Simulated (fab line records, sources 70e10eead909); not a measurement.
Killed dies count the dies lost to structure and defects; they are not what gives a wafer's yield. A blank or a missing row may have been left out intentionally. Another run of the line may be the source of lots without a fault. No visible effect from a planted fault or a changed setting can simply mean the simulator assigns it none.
Which tool is to blame?	flow nandHarc	11 lots with 33 wafers sampled at 5 steps, on a route of 1159 steps

WHAT THE GAUGES READ, wafer by wafer
NHARC_END_SORT_01.
lot	measured	on	killedAtArray
L397	day 22 03:14	prober-02	30 674 27
L399	day 23 05:12	prober-02	674 677 50

EACH LOT AND THE TOOL THAT RAN IT (in order: tool; ch and the chambers of the sampled wafers; start)
lot	NHARC_A_CHANNEL_FILL_D1_RTA_24	NHARC_A_STAIRCASE_DESCUM_168	NHARC_A_STAIRCASE_ETCH_15	NHARC_A_STAIRCASE_TRIM_18
L385	rtpAnneal-01 ch 0, day 10 11:56	rieDiel-12 ch 1,3, day 10 13:11	rieDiel-12 ch 1,3, day 10 15:35	rieDiel-12 ch 1,2,3, no start
L386	rtpAnneal-01 ch 0, day 11 03:11	rieDiel-12 ch 0,3, day 11 04:37	rieDiel-11 ch 0,2, day 11 07:31	rieDiel-11 ch 0,1,3, no start
L389	rtpAnneal-01 ch 0, day 11 11:58	rieDiel-05 ch 1,2,3, day 11 13:19	rieDiel-11 ch 0,1,3, day 11 15:39	rieDiel-11 ch 0,1,3, no start
L390	rtpAnneal-02 ch 0, day 11 18:22	rieDiel-05 ch 1,2,3, day 11 19:37	rieDiel-05 ch 0,3, day 11 22:08	rieDiel-05 ch 0,1,3, no start
L396	rtpAnneal-01 ch 0, day 13 10:20	rieDiel-11 ch 2,3, day 13 11:44	rieDiel-05 ch 0,2,3, day 13 13:59	rieDiel-05 ch 1,3, no start
L397	rtpAnneal-01 ch 0, day 13 18:14	rieDiel-12 ch 0,2,3, day 13 19:29	rieDiel-11 ch 2,3, day 13 22:10	rieDiel-11 ch 0,3, day 22 03:14 or earlier
L399	rtpAnneal-01 ch 0, day 14 14:34	rieDiel-12 ch 2,3, day 14 15:55	rieDiel-11 ch 0,1, day 14 18:19	rieDiel-11 ch 0,3, day 23 05:12 or earlier
L403	rtpAnneal-01 ch 0, day 15 06:07	rieDiel-11 ch 1,2,3, day 15 07:22	rieDiel-12 ch 0,2,3, day 15 10:01	rieDiel-12 ch 0,1,3, no start
L407	rtpAnneal-02 ch 0, day 15 23:09	rieDiel-11 ch 1,2, day 16 00:24	rieDiel-05 ch 1,2, day 16 02:44	rieDiel-05 ch 1,2,3, no start
L408	rtpAnneal-01 ch 0, day 16 02:43	rieDiel-12 ch 1,2,3, day 16 03:48	rieDiel-12 ch 1,2, day 16 05:59	rieDiel-12 ch 0,2,3, no start
L406	rtpAnneal-01 ch 0, day 16 08:59	rieDiel-12 ch 0,1, day 16 10:23	rieDiel-12 ch 0,1, day 16 12:44	rieDiel-12 ch 0,3, no start
- NHARC_A_CHANNEL_FILL_D1_RTA_24: time 5 s.
- NHARC_A_STAIRCASE_DESCUM_168: chemistry O2, time 3 s.
- NHARC_A_STAIRCASE_ETCH_15: etches the open film in C4F8/O2, target depth 100 nm, time 40.5 s.
- NHARC_A_STAIRCASE_TRIM_18: chemistry O2, time 211.2 s.

THE ANSWER, worked out from the rows above alone
Rule: what is usual is taken from the lots themselves. The widest of any qualifying gaps counts: lots, ordered by their means at a reading, are off when they make up no more than a third of the lots, leave a main group of 4 or more, and stand apart from it by 3 or more times the standard deviation of that group's means. Not used: any main group whose means are identical at the precision the tables above print for the reading. A lot without any number at a reading at which 4 lots or more have one is off too. All remaining lots with rows at the step are treated as sound.
Nothing can be told from this: no lot is off at any reading shown.

WHAT THE SIMULATOR HAD PUT IN
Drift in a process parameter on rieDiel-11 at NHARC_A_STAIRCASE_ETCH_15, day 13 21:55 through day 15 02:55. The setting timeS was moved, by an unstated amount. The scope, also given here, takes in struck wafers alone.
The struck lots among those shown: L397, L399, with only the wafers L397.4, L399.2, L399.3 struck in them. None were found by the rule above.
